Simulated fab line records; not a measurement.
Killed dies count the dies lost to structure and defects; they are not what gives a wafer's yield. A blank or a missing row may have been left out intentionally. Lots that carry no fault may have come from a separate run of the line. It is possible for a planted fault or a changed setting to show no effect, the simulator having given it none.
Problem report, 8D (eight disciplines) form, completed by code    flow nandHarc    the parts of the form that need people (team, actions taken, sign-off) are left out

1. THE PROBLEM
Mean of killedAtArray at NHARC_END_SORT_01: 98 across 2 wafers in 2 lots; on wafers with no fault it is 29 (standard deviation 11). Relative to the usual mean, that is a shift of +6.3 standard deviations.
First seen on wafer L770.3, day 21 21:17, on prober-02. The record has a number at this step for 6 wafers belonging to 2 lots. By rule, "out" or "out of limits" means more than 4 standard deviations away from the usual mean. All remaining wafers that have a number are taken as sound.

2. WHAT IT IS AND WHAT IT IS NOT
question                     is                         is not
which readings at this step  killedAtArray, killedDies  killedAtOther, killedAtPeriphery, killedOpen, killedShort
which lots                   L770, L773                 -
which wafers of those lots   L770.3, L773.5             L770.2, L770.4, L773.1, L773.6
read on which gauges         prober-01, prober-02       -
when                         from day 21 21:17          up to then (1 sound wafer); but 3 sound wafers of L770, L773 came after

3. THE SUSPECTS, EACH WITH WHAT RULES IT OUT
Counting: if a tool at a process step up to the reading ran every lot that is out, it stays a suspect. Sound lots after the first of them don't rule it out here, since some wafers of a struck lot are sound.
- the gauge at NHARC_END_SORT_01 is ruled out. 2 gauges (prober-01, prober-02) read the wafers that are out.
- harCapEtch-03 at NHARC_A_CONTACT_ETCH_131 (etches the open film in C4F8/O2/Ar, time 155 s, target depth 956 nm): kept. It ran every lot that is out, first L770 (day 18 17:35).
- rieDiel-10 at NHARC_THIN_TSV_DESCUM_14 (chemistry O2, time 3 s): kept. It ran every lot that is out, first L770 (day 20 12:23).
- rieDiel-10 at NHARC_THIN_TSV_ETCH_44 (etches the open film in CF4/O2, target depth 1594.2 nm, time 797.1 s): kept. It ran every lot that is out, first L770 (day 20 12:31).
- Within harCapEtch-03 at NHARC_A_CONTACT_ETCH_131: the wafers that are out ran in chamber 1; their sound lot-mates ran in chamber 0.
After the count, these remain: harCapEtch-03 at NHARC_A_CONTACT_ETCH_131, rieDiel-10 at NHARC_THIN_TSV_DESCUM_14 and rieDiel-10 at NHARC_THIN_TSV_ETCH_44.

4. THE CAUSE (what the simulator had put in)
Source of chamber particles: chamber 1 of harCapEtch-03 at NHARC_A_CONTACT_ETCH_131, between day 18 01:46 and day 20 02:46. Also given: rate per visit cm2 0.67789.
3 suspects survive the count, and this tool is in that group.

5. SEQUENCE OF EFFECTS, ordered by route
Each row: a reading where the mean over the struck wafers with a number is more than 3 standard deviations away from the usual. Readings are gone through only where the record gives a usual standard deviation; hours: the median, over the lots, of the time from a lot's start at the first step in this table giving one to that lot's start at this step; sigmas: the change measured in usual standard deviations.
hours  step               reading        usual  on struck wafers  change  sigmas
0      NHARC_END_SORT_01  killedAtArray  29     98                +70     +6.3
0      NHARC_END_SORT_01  killedDies     33     102               +69     +6.3

6. HOW IT WOULD HAVE BEEN CAUGHT EARLIER
Counted from the fault's start at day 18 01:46, it took 92 hours until the first out-of-limits reading at a measuring or inspecting step in this record, taken at day 21 21:17.
By day 21 21:17, every lot that is out (2) had started NHARC_A_CONTACT_ETCH_131 on harCapEtch-03. A hold on the tool at that time would have spared none of them.
